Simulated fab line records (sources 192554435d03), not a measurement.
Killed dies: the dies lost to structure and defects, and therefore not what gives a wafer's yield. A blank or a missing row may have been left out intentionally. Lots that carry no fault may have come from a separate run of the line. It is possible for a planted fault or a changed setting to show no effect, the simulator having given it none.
Matching of chambers	flow n5-finfet	N5_BEOL_M1_ETCH_74 on rie-diel-02 has 4 sister chambers
The step etches underlayer in N2/H2, target depth 6.5 nm, time 5.2 s. 4 wafers are shown with their chamber, then 11 later ones without.

WAFERS PAIRED WITH THEIR CHAMBERS
wafer	chamber	drypump-motor-current-A (A)
L087.6	2	5.28
L089.1	3	5.57
L090.6	1	5.89
L092.2	0	6.09

WAFERS MISSING THEIR CHAMBER
wafer	drypump-motor-current-A (A)
L092.3	5.90
L092.6	5.31
L091.1	5.34
L091.2	5.89
L091.3	6.09
L094.1	6.11
L094.2	5.91
L094.6	5.90
L096.2	6.10
L096.5	5.61
L096.6	5.32

EACH ONE'S CHAMBER
wafer	from the rows above	in truth
L092.3	1	1
L092.6	2	2
L091.1	2	2
L091.2	1	1
L091.3	0	0
L094.1	0	0
L094.2	1	1
L094.6	1	1
L096.2	0	0
L096.5	3	3
L096.6	2	2
Placed correctly: 11 of 11. Not placeable from these rows: 0. 0 placed wrongly.
How it was worked out, from the rows above alone: a wafer's distance from a chamber is the root of the sum, over the readings, of the square of ((its reading less the chamber's mean) divided by the reading's scatter). If the next closest chamber is less than 2 further off than the closest, the wafer can't be placed; otherwise it belongs to the closest. For every chamber, the mean is computed from those of its wafers that are shown. The scatter: root of mean squared gap, hidden wafer to nearest shown wafer, with one shown wafer a chamber.
